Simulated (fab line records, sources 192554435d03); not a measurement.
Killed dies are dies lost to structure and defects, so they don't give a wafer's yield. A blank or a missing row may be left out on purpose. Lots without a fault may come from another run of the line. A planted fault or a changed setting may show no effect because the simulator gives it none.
A struck lot beside a sound one | flow n5_finfet | 15 steps out of a route of 1938
Sound: wafers L219.1, L219.4, L219.5. Struck: wafers L225.4, L225.5, L225.6. The cause comes at the end.
At each step with rows: each side's tool, then ch and its chambers, then its first start. Under that, the readings that differ: sound wafers | struck wafers | difference of the means | sigmas: that difference in standard deviations of wafers without a fault.
alike: readings whose means differ by less than 2 such deviations, and words and numbers that are the same on both sides. not compared: withheld readings, readings that some wafer has no value for, bounds like >300 that may hide the same value, and numbers for which the record gives no deviation and whose values overlap.
The two part at a step that has a row with sigmas, a row that says differs or no value, or rows on one side only. Numbers that don't overlap but have no deviation are shown without sigmas and don't part them. A reading that every wafer of one side lacks parts them only if that side has two wafers or more.

first, 8 steps without rows for these wafers: N5_BEOL_M11_COAT_59 (time 60 s, resist thk 100 nm); N5_BEOL_M11_COAT_60 (time 60 s, resist thk 30 nm); N5_BEOL_M11_COAT_05 (resist thk 90 nm); N5_BEOL_M11_EBR_07; N5_BEOL_M11_SOFTBAKE_06 (time 60 s); N5_BEOL_M11_EXPOSE_08 (exposes mask M11); N5_BEOL_M11_PEB_09 (peb time 60 s); N5_BEOL_M11_DEVELOP_10 (develop time 30 s).
N5_BEOL_M11_CD_MEAS_11: target cd 64.1 nm.
  sound on cd_sem-03 ch 0, day 13 20:02; struck on cd_sem-01 ch 0, day 14 19:24
  alike: cd_nm
N5_BEOL_M11_OVL_MEAS_12:
  sound on overlay-02 ch 0, day 13 20:04; struck on overlay-01 ch 0, day 14 19:25
  alike: M11_OVL
N5_BEOL_M11_INSPECT_13: inspects for defects (brightfield).
  sound on defect_inspect-01, day 13 20:06; struck on defect_inspect-01, day 14 19:27
  alike: raw_defect_count
N5_BEOL_M11_DESCUM_16: chemistry O2, time 7.9 s.
  sound on rie_diel-05 ch 2,3, day 13 20:08; struck on rie_diel-05 ch 1,2,3, day 14 19:30
  alike: bias_power_w, drypump_motor_current_A, oes_product_au, rf_vpp_V, showerhead_plenum_p_Torr, throttle_valve_pct
  not compared: rf_hours_counter_h
N5_BEOL_M11_ETCH_61: etches SiARC in CF4, target depth 39 nm, time 65 s.
  sound on rie_diel-05 ch 2,3, day 13 20:10; struck on rie_diel-05 ch 1,2,3, day 14 19:32
  reading               | sound          | struck            | difference | sigmas
  etch_rf_on_time_s (s) | 60.4 65.9 66.2 | 111.4 101.1 114.0 | +44.7      | +17
  oes_product_au (a.u.) | 0.78 0.70 0.70 | 0.59 0.61 0.56    | -0.14      | -2
  alike: drypump_motor_current_A, mfc_ar_sccm, rf_vpp_V, showerhead_plenum_p_Torr, throttle_valve_pct
  not compared: rf_hours_counter_h
N5_BEOL_M11_ETCH_62: etches SOC in N2/H2, target depth 110 nm, overetch 22 nm, time 165 s.
  sound on rie_diel-05 ch 2,3, day 13 20:13; struck on rie_diel-05 ch 1,2,3, day 14 19:38
  alike: drypump_motor_current_A, n2_flow_sccm, oes_product_au, rf_vpp_V, showerhead_plenum_p_Torr, throttle_valve_pct
  not compared: rf_hours_counter_h
N5_PASSIVATION_PROBE_49:
  the record has rows for the sound wafers here (prober-02, day 15 20:04) and none for the struck ones

WHERE THEY PART
First at N5_BEOL_M11_ETCH_61; last, within this record, at N5_PASSIVATION_PROBE_49.

WHY: what the simulator had put in
Process parameter drift: rie_diel-05, from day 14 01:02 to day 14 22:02, at N5_BEOL_M11_ETCH_61. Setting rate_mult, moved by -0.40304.
